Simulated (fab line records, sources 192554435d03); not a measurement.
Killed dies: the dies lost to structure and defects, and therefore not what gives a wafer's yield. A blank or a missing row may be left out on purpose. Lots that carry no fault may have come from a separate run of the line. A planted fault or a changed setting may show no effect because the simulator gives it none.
The same fault as seen by 2 desks    flow n5 finfet    each desk has only its own numbers; what lay behind them comes last

## AT THE TOOL OWNER'S DESK: rie diel-03
The tool's own readings at N5_MOL_CONTACT_COAG_ETCH_15 (etches SiNx in CH3F/O2, stops on Si:P, target depth 7 nm): means of the sampled wafers that have a number, for each lot that ran on this tool. A lot is out of limits, marked OUT, if its mean lies more than 4 standard deviations from the usual mean; the brackets give that distance.
Columns: A = chamber pressure mTorr at N5_MOL_CONTACT_COAG_ETCH_15, usual 30.002 mTorr; B = drypump motor current A at N5_MOL_CONTACT_COAG_ETCH_15, usual 5.8 A; C = mfc ar sccm at N5_MOL_CONTACT_COAG_ETCH_15, usual 150.0 sccm; D = oes product au at N5_MOL_CONTACT_COAG_ETCH_15, usual 0.59 a.u.; E = rf vpp V at N5_MOL_CONTACT_COAG_ETCH_15, usual 301 V; F = showerhead plenum p Torr at N5_MOL_CONTACT_COAG_ETCH_15, usual 2.02 Torr; G = throttle valve pct at N5_MOL_CONTACT_COAG_ETCH_15, usual 16.33 %
lot   first seen here  A       B    C      D     E    F     G
L412  day 5 17:10      30.019  5.5  150.1  0.62  304  2.06  16.28
L415  day 6 16:25      29.997  5.6  150.2  0.57  298  1.98  16.47
L418  day 7 03:19      30.001  5.3  149.7  0.57  303  2.02  16.44
This desk's finding: nothing out of limits on any of the 3 lots.

## METROLOGY DESK
Lot by lot, what the gauges showed, no matter which tool ran the lot: averages of those sampled wafers that carry a number. A lot is out of limits, marked OUT, if its mean lies more than 4 standard deviations from the usual mean; the brackets give that distance. It has 10 readings; the 7 that lie furthest out on some lot are the ones shown.
Columns: A = DIBL_N at N5_BEOL_M4_RC_MEAS_101, usual 36.3 mV/V; B = DIBL_P at N5_BEOL_M4_RC_MEAS_101, usual 36.0 mV/V; C = IOFF_N at N5_BEOL_M4_RC_MEAS_101, usual 0.16 nA/um; D = IOFF_P at N5_BEOL_M4_RC_MEAS_101, usual 0.21 nA/um; E = ION_N at N5_BEOL_M4_RC_MEAS_101, usual 675 uA/um; F = SS_N at N5_BEOL_M4_RC_MEAS_101, usual 71.5 mV/dec; G = VT_P at N5_BEOL_M4_RC_MEAS_101, usual -250 mV
lot   first seen here  A     B     C     D     E    F     G
L412  day 8 18:12      36.3  36.9  0.15  0.21  671  71.4  -251
L415  day 9 15:07      38.7  37.7  0.18  0.26  683  71.6  -245
L418  day 9 22:35      33.6  33.5  0.12  0.17  681  71.1  -254
L419  day 13 07:28     36.3  34.7  0.16  0.21  689  70.8  -248
This desk's finding: nothing out of limits on any of the 4 lots.

## TAKEN TOGETHER
Nothing out of limits was seen by the tool owner's desk.
At the metrology desk, nothing out of limits was observed.

## WHAT THE SIMULATOR HAD PUT IN
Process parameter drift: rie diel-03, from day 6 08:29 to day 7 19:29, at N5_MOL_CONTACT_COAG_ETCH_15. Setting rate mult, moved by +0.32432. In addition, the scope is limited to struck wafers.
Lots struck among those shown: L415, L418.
